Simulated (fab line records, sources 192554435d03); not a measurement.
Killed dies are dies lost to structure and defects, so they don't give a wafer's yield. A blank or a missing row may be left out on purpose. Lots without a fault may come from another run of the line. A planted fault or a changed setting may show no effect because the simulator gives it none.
Chamber matching | flow n5_finfet | N5_SDB_CMP_30 on cmp-02: 4 sister chambers
The step polishes, stops on poly-Si, t overpolish 1.54 s, target thk 30 nm. 20 wafers are shown with their chamber, then 10 later ones without.

WAFERS WITH THEIR CHAMBER
wafer  | chamber | motor_current_A (A) | time_to_endpoint_s (s) | overpolish_run_s (s)
L074.2 | 1       | 12.7                | 16.7                   | 1.533
L074.5 | 1       | 13.4                | 18.1                   | 1.541
L074.6 | 2       | 11.6                | 15.5                   | 1.535
L075.3 | 2       | 12.6                | 16.6                   | 1.562
L075.4 | 3       | 13.2                | 17.4                   | 1.541
L075.6 | 0       | 12.0                | 13.4                   | 1.536
L078.1 | 0       | 12.1                | 12.6                   | 1.547
L078.5 | 2       | 11.8                | 13.8                   | 1.544
L078.6 | 1       | 13.5                | 16.3                   | 1.552
L082.2 | 1       | 13.4                | 17.1                   | 1.533
L082.3 | 0       | 11.9                | 13.7                   | 1.540
L082.6 | 0       | 11.9                | 13.5                   | 1.538
L086.2 | 0       | 12.0                | 13.0                   | 1.562
L086.4 | 3       | 12.3                | 14.9                   | 1.542
L086.5 | 1       | 13.2                | 17.5                   | 1.541
L089.1 | 0       | 11.5                | 15.7                   | 1.555
L089.4 | 2       | 11.8                | 17.1                   | 1.537
L089.6 | 2       | 12.0                | 14.9                   | 1.521
L092.4 | 0       | 12.1                | 15.0                   | 1.517
L092.5 | 1       | 13.6                | 14.0                   | 1.540

SIGNATURES (means of the wafers above)
reading            | chamber 0 | chamber 1 | chamber 2 | chamber 3 | scatter within a chamber
motor_current_A    | 11.929    | 13.300    | 11.960    | 12.750    | 0.333
time_to_endpoint_s | 13.843    | 16.617    | 15.580    | 16.150    | 1.31
overpolish_run_s   | 1.54214   | 1.54000   | 1.53980   | 1.54150   | 0.0123
Rule: a wafer's distance from a chamber is the root of the sum, over the readings, of the square of ((its reading less the chamber's mean) divided by the reading's scatter). The wafer belongs to the nearest chamber; if the next one is less than 2 further off, it can't be placed. The scatter: the root of (the sum of the squares of (reading less its chamber's mean) over the shown wafers, divided by (wafers less chambers)).

WAFERS WITHOUT THEIR CHAMBER
wafer  | motor_current_A (A) | time_to_endpoint_s (s) | overpolish_run_s (s)
L092.6 | 12.1                | 15.3                   | 1.520
L093.1 | 13.2                | 17.2                   | 1.554
L093.2 | 11.9                | 17.5                   | 1.540
L093.6 | 11.7                | 16.8                   | 1.526
L096.3 | 11.6                | 14.6                   | 1.531
L096.4 | 11.6                | 12.7                   | 1.533
L096.6 | 11.8                | 16.3                   | 1.533
L097.2 | 12.1                | 15.7                   | 1.544
L097.3 | 13.4                | 18.4                   | 1.528
L097.5 | 11.7                | 14.0                   | 1.532

WHICH CHAMBER EACH WENT THROUGH
wafer  | from the rows above          | in truth
L092.6 | can't be placed: 2 or 0 or 3 | 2
L093.1 | can't be placed: 1 or 3      | 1
L093.2 | can't be placed: 2 or 3 or 0 | 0
L093.6 | can't be placed: 2 or 0 or 3 | 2
L096.3 | can't be placed: 0 or 2      | 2
L096.4 | can't be placed: 0 or 2      | 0
L096.6 | can't be placed: 2 or 0      | 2
L097.2 | can't be placed: 2 or 0 or 3 | 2
L097.3 | can't be placed: 1 or 3      | 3
L097.5 | can't be placed: 0 or 2      | 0
Placed correctly: 0 of 10. Can't be placed from these rows: 10 (the true chamber is among the candidates in 10). Placed wrongly: 0.
